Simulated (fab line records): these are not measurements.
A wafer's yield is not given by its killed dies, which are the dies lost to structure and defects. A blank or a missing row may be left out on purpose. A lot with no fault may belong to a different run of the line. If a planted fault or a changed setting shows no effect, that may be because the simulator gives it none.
Chamber matching | flow n5 finfet | 3 sister chambers for N5_BEOL_M3_PRE_CLEAN_60 on cvd co-02
The step time 15 s. 22 wafers are shown with their chamber, then 11 later ones without.

## EACH WAFER AND ITS CHAMBER
wafer  | chamber | heater power w (W)
L075.3 | 2       | 116
L075.4 | 0       | 72
L075.5 | 2       | 119
L076.2 | 1       | 60
L076.4 | 1       | 60
L076.6 | 1       | 60
L079.1 | 1       | 59
L079.4 | 1       | 60
L079.6 | 2       | 116
L080.1 | 2       | 118
L080.3 | 0       | 75
L080.6 | 2       | 116
L081.1 | 0       | 74
L081.4 | 1       | 60
L081.6 | 0       | 73
L084.3 | 2       | 117
L084.5 | 1       | 60
L084.6 | 0       | 73
L085.2 | 1       | 61
L085.4 | 0       | 71
L085.6 | 1       | 59
L087.2 | 0       | 74

SIGNATURES, as means of the wafers listed above
reading        | chamber 0 | chamber 1 | chamber 2 | scatter within a chamber
heater power w | 73.14     | 59.89     | 117.00    | 1.07
Rule: for a wafer and a chamber, the distance is found by dividing, reading by reading, the gap between the wafer's reading and the chamber's mean by the reading's scatter, squaring, summing and taking the root. If the next closest chamber is less than 2 further off than the closest, the wafer can't be placed; otherwise it belongs to the closest. How the scatter is found: for the shown wafers, subtract from each reading the mean of its chamber, square and add these, divide the total by (wafers less chambers), then take the root.

## WAFERS MISSING THEIR CHAMBER
wafer  | heater power w (W)
L087.5 | 118
L087.6 | 72
L088.2 | 73
L088.3 | 60
L088.5 | 118
L089.2 | 73
L089.3 | 61
L089.6 | 60
L093.1 | 60
L093.4 | 74
L093.5 | 60

## WHICH CHAMBER EACH WENT THROUGH
wafer  | from the rows above | in truth
L087.5 | 2                   | 2
L087.6 | 0                   | 0
L088.2 | 0                   | 0
L088.3 | 1                   | 1
L088.5 | 2                   | 2
L089.2 | 0                   | 0
L089.3 | 1                   | 1
L089.6 | 1                   | 1
L093.1 | 1                   | 1
L093.4 | 0                   | 0
L093.5 | 1                   | 1
Placed correctly: 11 of 11. Left unplaced by these rows: 0. Placed wrongly: 0.
